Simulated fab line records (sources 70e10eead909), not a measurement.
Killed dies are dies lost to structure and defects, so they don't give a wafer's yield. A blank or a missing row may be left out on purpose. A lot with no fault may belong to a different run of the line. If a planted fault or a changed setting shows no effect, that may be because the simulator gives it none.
Chamber matching    flow nand-harc    rie-si-03 running NHARC_P_STI_ETCH_15: 4 sister chambers
The step etches the open film in HBr/Cl2, target depth 300 nm, time 100.1 s. 4 wafers are shown with their chamber, then 8 later ones without.

== WAFERS, EACH WITH ITS CHAMBER ==
wafer   chamber  drypump-motor-current-A (A)
L988.1  3        5.7
L988.2  0        5.2
L988.6  1        5.9
L989.1  2        6.0

== WAFERS MISSING THEIR CHAMBER ==
wafer   drypump-motor-current-A (A)
L989.5  5.9
L989.6  5.2
L103.1  5.9
L103.3  5.3
L103.4  5.7
L104.1  5.9
L104.4  5.7
L104.5  5.7

== EACH ONE'S CHAMBER ==
wafer   from the rows above  in truth
L989.5  1                    1
L989.6  0                    0
L103.1  1                    1
L103.3  0                    0
L103.4  3                    3
L104.1  1                    1
L104.4  3                    3
L104.5  3                    3
Placed correctly: 8 of 8. From these rows, 0 cannot be placed. Wrongly placed: 0.
How it was worked out, from the rows above alone: a wafer's distance from a chamber is the root of the sum, over the readings, of the square of ((its reading less the chamber's mean) divided by the reading's scatter). If the next closest chamber is less than 2 further off than the closest, the wafer can't be placed; otherwise it belongs to the closest. Each chamber's mean is taken over the wafers shown for it. The scatter: root of mean squared gap, hidden wafer to nearest shown wafer, with one shown wafer a chamber.
